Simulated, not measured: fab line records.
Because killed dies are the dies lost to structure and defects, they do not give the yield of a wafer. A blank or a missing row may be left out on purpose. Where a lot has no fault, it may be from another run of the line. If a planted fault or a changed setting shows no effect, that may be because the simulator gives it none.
Matching of chambers -- flow nand_harc -- 4 sister chambers for NHARC_A_CHANNEL_HOLE_D2_ETCH_38 on rie_diel-03
The step etches the open film in CF4, target depth 39 nm, time 65 s. 20 wafers are shown with their chamber, then 10 later ones without.

== WAFERS, EACH WITH ITS CHAMBER ==
wafer,chamber,drypump_motor_current_A (A),oes_product_au (a.u.),rf_vpp_V (V)
L074.3,0,6.1,0.999,152.8
L074.5,2,5.0,0.993,149.6
L074.6,3,5.9,0.983,150.9
L076.1,3,5.9,0.984,151.5
L076.3,1,5.1,1.006,152.1
L076.6,2,5.1,0.985,150.0
L078.2,2,5.0,0.980,150.0
L078.4,1,5.1,1.001,152.3
L078.5,2,5.0,0.974,150.2
L083.3,0,6.1,0.997,152.5
L083.5,2,5.1,0.995,151.7
L083.6,1,5.1,0.986,151.4
L084.2,1,5.1,0.995,153.9
L084.3,0,6.1,1.001,152.1
L084.6,1,5.1,0.998,152.5
L085.1,3,5.9,0.983,150.9
L085.4,0,6.1,0.991,151.7
L085.6,0,6.1,0.994,151.1
L086.1,1,5.1,0.991,151.1
L086.2,0,6.1,0.988,150.8

SIGNATURES (means of the wafers above)
reading,chamber 0,chamber 1,chamber 2,chamber 3,scatter within a chamber
drypump_motor_current_A,6.100,5.100,5.040,5.900,0.0274
oes_product_au,0.99500,0.99617,0.98540,0.98333,0.00655
rf_vpp_V,151.833,152.217,150.300,151.100,0.822
Rule: for a wafer and a chamber, the distance is found by dividing, reading by reading, the gap between the wafer's reading and the chamber's mean by the reading's scatter, squaring, summing and taking the root. The wafer belongs to the nearest chamber; if the next one is less than 2 further off, it can't be placed. The scatter is the square root of a quotient: the sum, over the shown wafers, of each reading's squared deviation from its chamber's mean, divided by wafers minus chambers.

== WAFERS WHOSE CHAMBER IS MISSING ==
wafer,drypump_motor_current_A (A),oes_product_au (a.u.),rf_vpp_V (V)
L086.6,5.1,0.985,148.8
L090.3,5.9,0.977,150.6
L090.5,6.2,0.990,151.5
L090.6,5.9,0.971,150.0
L093.1,5.0,1.004,150.9
L093.4,5.1,1.012,153.2
L093.5,6.2,1.022,151.0
L097.2,5.1,0.995,152.0
L097.3,5.9,0.998,151.0
L097.6,5.9,1.005,150.8

== WHICH CHAMBER EACH WENT THROUGH ==
wafer,from the rows above,in truth
L086.6,can't be placed: 2 or 1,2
L090.3,3,3
L090.5,0,0
L090.6,3,3
L093.1,can't be placed: 2 or 1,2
L093.4,1,1
L093.5,0,0
L097.2,1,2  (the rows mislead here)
L097.3,3,3
L097.6,3,3
Placed correctly: 7 of 10. Can't be placed from these rows: 2 (the true chamber is among the candidates in 2). Placed wrongly: 1.
